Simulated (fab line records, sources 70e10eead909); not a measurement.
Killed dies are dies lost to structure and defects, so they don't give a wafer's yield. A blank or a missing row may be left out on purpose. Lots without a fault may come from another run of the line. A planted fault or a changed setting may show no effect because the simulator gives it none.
Chamber matching | flow nand_harc | NHARC_P_GATE_DESCUM_93 on rie_diel-13: 4 sister chambers
The step chemistry O2, time 3 s. 4 wafers are shown with their chamber, then 7 later ones without.

WAFERS WITH THEIR CHAMBER
wafer  | chamber | showerhead_plenum_p_Torr (Torr)
L081.3 | 3       | 1.78
L081.4 | 0       | 1.97
L084.1 | 2       | 1.81
L084.3 | 1       | 1.88

WAFERS WITHOUT THEIR CHAMBER
wafer  | showerhead_plenum_p_Torr (Torr)
L084.5 | 1.97
L085.4 | 1.96
L085.5 | 1.96
L085.6 | 1.78
L087.4 | 1.81
L087.5 | 1.88
L087.6 | 1.81

WHICH CHAMBER EACH WENT THROUGH
wafer  | from the rows above | in truth
L084.5 | 0                   | 0
L085.4 | 0                   | 0
L085.5 | 0                   | 0
L085.6 | 3                   | 3
L087.4 | 2                   | 2
L087.5 | 1                   | 1
L087.6 | 2                   | 2
Placed correctly: 7 of 7. Can't be placed from these rows: 0. Placed wrongly: 0.
How it was worked out, from the rows above alone: a wafer's distance from a chamber is the root of the sum, over the readings, of the square of ((its reading less the chamber's mean) divided by the reading's scatter). The wafer belongs to the nearest chamber; if the next one is less than 2 further off, it can't be placed. A chamber's mean is the mean of its shown wafers. The scatter: with one shown wafer a chamber, the root of the mean of the squares of how far each hidden wafer lies from its nearest shown one.
